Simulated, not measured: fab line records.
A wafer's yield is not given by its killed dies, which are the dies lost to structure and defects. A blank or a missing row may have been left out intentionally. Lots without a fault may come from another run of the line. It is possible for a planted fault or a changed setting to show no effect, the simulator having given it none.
Which tool was responsible? | flow n5-finfet | at 1 step of a route of 1938, 14 lots with 42 wafers sampled

== WHAT EACH GAUGE READ, for each wafer ==
N5_BEOL_M10_CD_MEAS_11 targets a cd of 64.1 nm.
lot  | measured     | on        | cd-nm (nm)
L266 | day 10 05:20 | cd-sem-01 | 64.4 64.7 64.7
L267 | day 11 04:59 | cd-sem-01 | 65.0 64.1 63.2
L271 | day 11 14:40 | cd-sem-01 | 64.6 64.7 65.0
L270 | day 11 14:50 | cd-sem-02 | 64.2 64.1 64.4
L268 | day 11 15:32 | cd-sem-02 | 63.5 64.9 63.2
L274 | day 12 15:39 | cd-sem-03 | 64.8 64.1 63.6
L280 | day 14 20:14 | cd-sem-02 | 64.5 64.2 63.2
L283 | day 15 03:32 | cd-sem-01 | 64.2 63.4 63.9
L284 | day 16 06:36 | cd-sem-03 | 64.2 64.2 64.6
L286 | day 16 18:17 | cd-sem-02 | 63.8 63.9 63.3
L285 | day 17 01:59 | cd-sem-01 | 64.0 64.1 64.4
L289 | day 17 02:04 | cd-sem-02 | 64.0 63.9 64.2
L288 | day 17 06:11 | cd-sem-01 | 64.7 65.0 63.8
L287 | day 17 09:32 | cd-sem-03 | 65.0 63.7 64.6

== EACH LOT AND THE TOOL THAT RAN IT (in order: tool; ch and the chambers of the sampled wafers; start) ==
The record holds no process step before these readings.

== AS READ BY THE TOOLS THEMSELVES (means over the sampled wafers that have a number; for cases with no such wafer, the mark the record gives instead) ==
The record holds no such reading with a usual standard deviation.

== THE ANSWER, worked out from the rows above alone ==
Rule: the usual values come from the lots themselves. The widest of any qualifying gaps counts: lots, ordered by their means at a reading, are off when they make up no more than a third of the lots, leave a main group of 4 or more, and stand apart from it by 3 or more times the standard deviation of that group's means. A main group whose means are all the same, to the digits that the tables above print for the reading, isn't used. A lot without any number at a reading at which 4 lots or more have one is off too. The other lots that the step has rows for count as sound. The gauges are gone through in route order, then the tools' own readings, and for those a lot's mean is taken as printed above. The first step at which some lot is off is used, and at that step the reading that is off furthest; a lot without a number counts as furthest.
Nothing can be told from this: no lot is off at any reading shown.

== WHAT HAD BEEN PUT IN BY THE SIMULATOR ==
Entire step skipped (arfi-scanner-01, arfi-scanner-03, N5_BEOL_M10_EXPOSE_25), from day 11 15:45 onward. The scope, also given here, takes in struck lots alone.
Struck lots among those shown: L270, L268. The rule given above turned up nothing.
